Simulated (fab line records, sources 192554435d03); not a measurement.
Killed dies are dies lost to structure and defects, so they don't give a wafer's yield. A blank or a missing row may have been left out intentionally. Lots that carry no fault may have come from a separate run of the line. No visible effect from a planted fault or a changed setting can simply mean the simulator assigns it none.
Problem report in the 8D (eight disciplines) form, filled by code || flow n5-finfet || the parts of the form that need people (team, actions taken, sign-off) are left out
Where a reading is given only as a bound, like >300, the bound stands for it, and a mean or a difference that rests on one is marked > or <: the true number lies beyond.

== 1. THE ISSUE ==
raw-defect-count at N5_HKMG_FIN_INSPECT_14 reads a mean of >300 on 6 wafers of 2 lots; wafers without a fault read 2.1 with a standard deviation of 1.5. So: +99 or more standard deviations from the usual mean.
The step: inspects for defects (macro).
First observed at day 8 10:11: wafer L361.2, on defect-inspect-02. At this step, 33 wafers from 11 lots have a number in the record. By rule, "out" or "out of limits" means more than 4 standard deviations away from the usual mean. The other wafers with a number count as sound.

== 2. WHAT IT IS, WHAT IT ISN'T ==
{"question": "which readings at this step", "is": "raw-defect-count", "is not": "-"}
{"question": "which lots", "is": "L361, L362", "is not": "L346, L348, L349, L350, L356, L357, L358, L359, L367"}
{"question": "which wafers of those lots", "is": "all that have a number", "is not": "-"}
{"question": "read on which gauges", "is": "defect-inspect-01, defect-inspect-02", "is not": "-"}
{"question": "when", "is": "from day 8 10:11", "is not": "up to then (24 sound wafers); but 3 sound wafers of L367 came after"}

== 3. THE SUSPECTS, EACH WITH WHAT RULES IT OUT ==
Counting: a tool stays on the suspect list if, at a process step up to the reading, it processed all lots that are out and no sound lot following the first of them.
- ruled out: the gauge at N5_HKMG_FIN_INSPECT_14. Those wafers that are out were read across 2 gauges (defect-inspect-01, defect-inspect-02).
- rie-diel-02 at N5_HKMG_FIN_ETCH_58 (etches SOC in N2/H2, target depth 215.8 nm, time 741 s): ruled out as a lasting fault. Following L361 (day 8 07:05), the first lot on it that is out, the sound lots L367 were run on it.
- ald-metal-03 at N5_HKMG_FIN_ALD_79 (deposits TiN, target thk 1.5 nm, pulse time 1 s, purge time 3 s): kept. All lots that are out passed through it, beginning with L361 at day 8 08:14, and no sound lot followed; its final sound lot before that point was L357 at day 7 11:20.
After counting, what remains is ald-metal-03 at N5_HKMG_FIN_ALD_79.

== 4. THE CAUSE (what the simulator had put in) ==
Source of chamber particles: ald-metal-03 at N5_HKMG_FIN_ALD_79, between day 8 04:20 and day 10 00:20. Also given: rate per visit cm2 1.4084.
Counting left only this tool.

== 5. THE CHAIN OF EFFECTS, in route order ==
Rows list readings where the struck wafers' mean (over those with a number) sits beyond 3 standard deviations from the usual. Only readings for which the record gives a usual standard deviation are gone through. hours: the time from each lot's start at the first step in this table that gives one to its start at this step, as a median over the lots. sigmas: the change in usual standard deviations.
{"hours": 0, "step": "N5_HKMG_FIN_INSPECT_14", "reading": "raw-defect-count", "usual": 2.1, "on struck wafers": ">300", "change": ">+298", "sigmas": "+99 or more"}
{"hours": 208, "step": "N5_PASSIVATION_PROBE_49", "reading": "killed-at-front-end", "usual": 36, "on struck wafers": 163, "change": "+127", "sigmas": "+13"}
{"hours": 208, "step": "N5_PASSIVATION_PROBE_49", "reading": "killed-dies", "usual": 101, "on struck wafers": 231, "change": "+130", "sigmas": "+7.2"}
The process steps in it:
- N5_PASSIVATION_PROBE_49

== 6. HOW IT WOULD HAVE BEEN CAUGHT EARLIER ==
In this record the first reading out of limits at a measuring or inspecting step was taken at day 8 10:11, 6 hours after the fault began at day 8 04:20.
No tool reading at N5_HKMG_FIN_ALD_79 that has a usual standard deviation in the record was out on any struck wafer, so an alarm limit of 4 standard deviations on those readings would not have fired.
L362, from the lots that are out (2), started N5_HKMG_FIN_ALD_79 on ald-metal-03 later than day 8 10:11. A tool hold placed at that time would have kept it from harm.
